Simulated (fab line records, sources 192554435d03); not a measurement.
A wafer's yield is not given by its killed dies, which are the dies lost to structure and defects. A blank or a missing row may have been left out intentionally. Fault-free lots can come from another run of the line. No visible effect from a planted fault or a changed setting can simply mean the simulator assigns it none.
Comparing a struck lot with a sound one | flow n5_finfet | 16 steps out of a route of 1938
Sound: wafers L610.1, L610.3, L610.5. Struck: wafer L618.4. (L618.2, L618.6 of the same lot were not struck and are left out.) The cause comes at the end.
Order at every step that has rows: each side's tool, ch and its chambers, its first start. Under that, the readings that differ: sound wafers | struck wafers | difference of the means | sigmas: that difference in standard deviations of wafers without a fault.
alike: readings whose means differ by less than 2 such deviations, and words and numbers that are the same on both sides. not compared: withheld readings, readings that some wafer has no value for, bounds like >300 that may hide the same value, and numbers for which the record gives no deviation and whose values overlap.
The two part at a step that has a row with sigmas, a row that says differs or no value, or rows on one side only. Non-overlapping numbers with no deviation appear without sigmas and do not part them. A reading missing from all wafers of one side parts the sides only when that side holds two or more wafers.

first, 1 step without rows for these wafers: N5_MOL_CONTACT_COAG_STRIP_98 (strips in N2/H2).
N5_MOL_CONTACT_COAG_CD_MEAS_99: target cd 17.2 nm.
  sound on cd_sem-01 at day 4 16:16; struck on cd_sem-02 at day 6 19:39
  reading    | sound          | struck | difference | sigmas
  cd_nm (nm) | 17.4 17.4 17.6 | 16.4   | -1.1       | -3
then, 2 steps without rows for these wafers: N5_MOL_CONTACT_COAG_IMPLANT_129; N5_MOL_CONTACT_COAG_PRECLEAN_111 (cleans in NF3:NH3, afs cycles 1, time 20 s, sublimation time 60 s).
N5_MOL_CONTACT_COAG_TI_SIL_19: material Ti, target thk 4.2 nm, time 15 s.
  sound on pvd_sputter-01 at day 4 16:49; struck on pvd_sputter-02 at day 6 20:53
  alike: throttle_valve_pct
then, 1 step without rows for these wafers: N5_MOL_CONTACT_COAG_ALD_20 (deposits TiN, target thk 1.5 nm, pulse time 1 s, purge time 3 s).
N5_MOL_CONTACT_COAG_SIL_ANNEAL_21: time 60 s.
  sound on rtp_anneal-01 ch 0, day 4 17:19; struck on rtp_anneal-01 ch 0, day 6 21:25
  alike: lamp_power_pct, wafer_temp_C_max
N5_MOL_CONTACT_COAG_PRE_CLEAN_141: time 60 s.
  sound on pvd_sputter-01 at day 4 18:29; struck on pvd_sputter-01 at day 6 22:38
  alike: heater_power_w
N5_MOL_CONTACT_COAG_SPUTTER_143: material Co, target thk 2.5 nm.
  sound on pvd_sputter-01 at day 4 18:33; struck on pvd_sputter-01 at day 6 22:42
  alike: throttle_valve_pct
then, 1 step without rows for these wafers: N5_MOL_CONTACT_COAG_CO_FILL_22 (material Co, precursor CCTBA/H2, target thk 20 nm).
N5_MOL_CONTACT_COAG_ANNEAL_113: time 300 s.
  sound on rtp_anneal-01 ch 0, day 4 19:23; struck on rtp_anneal-02 ch 0, day 6 23:35
  reading            | sound             | struck | difference | sigmas
  lamp_power_pct (%) | 2.94 2.96 2.95    | 2.73   | -0.22      | -2
  wafer_temp_C_max   | 403.7 402.7 402.0 | 401.2  | -1.6       | -2
then, 1 step without rows for these wafers: N5_MOL_CONTACT_COAG_PRE_CLEAN_142 (time 60 s).
N5_MOL_CONTACT_COAG_SPUTTER_130: material Co, target thk 47.5 nm.
  sound on pvd_sputter-01 at day 4 20:50; struck on pvd_sputter-01 at day 7 02:38
  reading                                              | sound          | struck | difference | sigmas
  model.Co_of_MOL_CONTACT_COAG_SPUTTER_130.thk_nm (nm) | 48.6 47.8 48.2 | 27     | -21        |
  alike: throttle_valve_pct
then, 1 step without rows for these wafers: N5_MOL_CONTACT_COAG_PRECLEAN_125 (cleans in DIW, time 57.5 s).
-- record jumps: 3 days separate the struck wafers' starts on either side; left off in module MOL_CONTACT_COAG, taken up again in module BEOL_M4, whose first shown step is the route's number 1111 --
N5_BEOL_M4_RC_MEAS_101:
  sound on prober-01 ch 0, day 8 02:25; struck on prober-01 ch 0, day 10 00:43
  alike: DIBL_N, DIBL_P, IOFF_N, IOFF_P, ION_N, ION_P, SS_N, SS_P, VT_N, VT_P
N5_PASSIVATION_PROBE_49:
  rows exist in the record for the sound wafers here (prober-01, day 11 19:47), none for the struck ones

## WHERE THEY PART
Earliest at N5_MOL_CONTACT_COAG_CD_MEAS_99; latest, in this record, at N5_PASSIVATION_PROBE_49.

WHY: what had been put in by the simulator
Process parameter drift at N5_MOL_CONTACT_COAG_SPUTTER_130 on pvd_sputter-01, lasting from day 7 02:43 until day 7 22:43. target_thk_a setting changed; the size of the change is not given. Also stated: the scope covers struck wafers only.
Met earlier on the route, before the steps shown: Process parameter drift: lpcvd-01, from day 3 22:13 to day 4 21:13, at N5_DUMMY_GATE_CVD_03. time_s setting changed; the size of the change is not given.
